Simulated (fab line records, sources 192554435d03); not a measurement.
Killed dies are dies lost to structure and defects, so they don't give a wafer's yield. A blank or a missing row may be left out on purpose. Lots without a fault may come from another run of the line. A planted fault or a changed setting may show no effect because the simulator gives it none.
Split-lot experiment | flow n5_finfet | 7 lots, 39 wafers read, on a route of 1938 steps

THE SPLIT
At N5_BEOL_M14_ILD_DEP_00 (deposits SiO2 from TEOS/O2, target thk 1119.3 nm, time 237.4 s), the setting target_thk_a was moved away from the recipe's 11193 angstrom on 15 of the 39 wafers read, by -28.8% to +32.9%. The other wafers ran this setting at the recipe's value.

The file shows no step between the split and the reading.

THE READING
M14_ILD_THK, in nm, at N5_BEOL_M14_THK_MEAS_01. Fault-free wafers of this fab line usually give 1125 nm, standard deviation 17 nm.

wafer  | tool, chamber at the split | target_thk_a as run, angstrom | against the recipe | M14_ILD_THK, nm | against lot-mates on the recipe
L074.1 | pecvd-01, 1                | 11193                         | recipe             | 1120            | -
L074.2 | pecvd-01, 2                | 11193                         | recipe             | 1110            | -
L074.3 | pecvd-01, 0                | 11193                         | recipe             | 1099            | -
L074.4 | pecvd-01, 1                | 13620                         | +21.7%             | 1381            | +271
L074.5 | pecvd-01, 2                | 13620                         | +21.7%             | 1361            | +251
L074.6 | pecvd-01, 0                | 13620                         | +21.7%             | 1358            | +248
L079.1 | pecvd-02, 0                | 11193                         | recipe             | 1138            | -
L079.2 | pecvd-02, 1                | 11193                         | recipe             | 1108            | -
L079.3 | pecvd-02, 2                | 14880                         | +32.9%             | 1498            | +365
L079.4 | pecvd-02, 1                | 14880                         | +32.9%             | 1490            | +357
L079.5 | pecvd-02, 2                | 14880                         | +32.9%             | 1533            | +400
L079.6 | pecvd-02, 0                | 11193                         | recipe             | 1154            | -
L080.1 | pecvd-02, 2                | 11193                         | recipe             | 1147            | -
L080.2 | pecvd-02, 0                | 7965                          | -28.8%             | 847             | -304
L080.3 | pecvd-02, 1                | 7965                          | -28.8%             | 792             | -359
L080.4 | pecvd-02, 1                | 11193                         | recipe             | 1138            | -
L080.5 | pecvd-02, 0                | 11193                         | recipe             | 1169            | -
L080.6 | pecvd-02, 2                | 7965                          | -28.8%             | 826             | -325
L089.1 | pecvd-04, 2                | 13820                         | +23.5%             | 1379            | +255
L089.2 | pecvd-04, 1                | 13820                         | +23.5%             | 1354            | +230
L089.3 | pecvd-04, 0                | 11193                         | recipe             | 1114            | -
L089.4 | pecvd-04, 0                | 11193                         | recipe             | 1135            | -
L089.5 | pecvd-04, 1                | 11193                         | recipe             | 1124            | -
L089.6 | pecvd-04, 2                | 13820                         | +23.5%             | 1388            | +264
L093.1 | pecvd-01, 0                | 11193                         | recipe             | 1106            | -
L093.2 | pecvd-01, 1                | 11193                         | recipe             | 1120            | -
L093.3 | pecvd-01, 2                | 11193                         | recipe             | 1129            | -
L093.4 | pecvd-01, 0                | 11193                         | recipe             | 1124            | -
L093.5 | pecvd-01, 1                | 11193                         | recipe             | 1142            | -
L093.6 | pecvd-01, 2                | 11193                         | recipe             | 1138            | -
L096.1 | pecvd-01, 2                | 11193                         | recipe             | 1117            | -
L096.2 | pecvd-01, 0                | 8814                          | -21.3%             | 871             | -251
L096.3 | pecvd-01, 2                | 8814                          | -21.3%             | 901             | -221
L096.4 | pecvd-01, 0                | 11193                         | recipe             | 1125            | -
L096.5 | pecvd-01, 2                | 8814                          | -21.3%             | 895             | -227
L096.6 | pecvd-01, 0                | 11193                         | recipe             | 1125            | -
L097.1 | pecvd-04, 2                | 11193                         | recipe             | 1101            | -
L097.5 | pecvd-04, 2                | 11193                         | recipe             | 1132            | -
L097.6 | pecvd-04, 1                | 11193                         | recipe             | 1123            | -

THE FIT
A straight line over all 39 wafers: M14_ILD_THK changes by +11 nm for each +1% of target_thk_a; r = +0.99; the points scatter about the line by 18 nm.
The same after taking each lot's own level away (the mean of its wafers on the recipe; 39 wafers): +11.3 nm for each +1%; r = +1.00; scatter 15 nm.
On that fit, the largest move of target_thk_a shifts the reading by 3.7e+02 nm.
The lots' own levels span 1109.7 to 1151.3 nm, that is 2.5 times the standard deviation above.
So the lot-to-lot level changes the slope little: the two slopes agree.
Check: with one of the wafers moved furthest among these (+32.9%) left out of the fit, the line predicts +372 nm for it against its lot-mates. It came out at +365 nm against them.

OTHER SPLITS ON THESE WAFERS
These wafers also went through other splits before the reading. Each is held against what the fit with the lots' levels taken away leaves over:
other split on the same wafers            | wafers away from the commonest value | r with M14_ILD_THK (lot level and that fit taken away)
N5_BEOL_M11_TRENCH_ETCH_37 target_depth_a | 18                                   | -0.05

THE WHOLE CHAIN: every reading that the file lists as answering this split, in the file's order
step                    | what it does                                                   | reading                                                                             | change (the file's fit)              | r (the file's)
N5_BEOL_M14_ILD_DEP_00  | deposits SiO2 from TEOS/O2, target thk 1119.3 nm, time 237.4 s | SiO2_of_BEOL_M14_ILD_DEP_00.thk_nm (the simulator's own value, which no gauge read) | +11.3 nm for each +1% of the setting | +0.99
N5_BEOL_M14_THK_MEAS_01 |                                                                | M14_ILD_THK                                                                         | +11.3 for each +1% of the setting    | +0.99
N5_BEOL_M14_VIA_ETCH_16 | etches SiO2 in C4F8/O2/Ar, target depth 1231.3 nm              | etch.depth_nm (the simulator's own value, which no gauge read)                      | +11.3 nm for each +1% of the setting | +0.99
N5_BEOL_M14_VIA_ETCH_16 | etches SiO2 in C4F8/O2/Ar, target depth 1231.3 nm              | coat_of_BEOL_M14_COAT_04.thk_nm (the simulator's own value, which no gauge read)    | -2.6 nm for each +1% of the setting  | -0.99

THE FILE'S OWN FIT
M14_ILD_THK changes by +11.3 nm for each +1% of target_thk_a, r = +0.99.
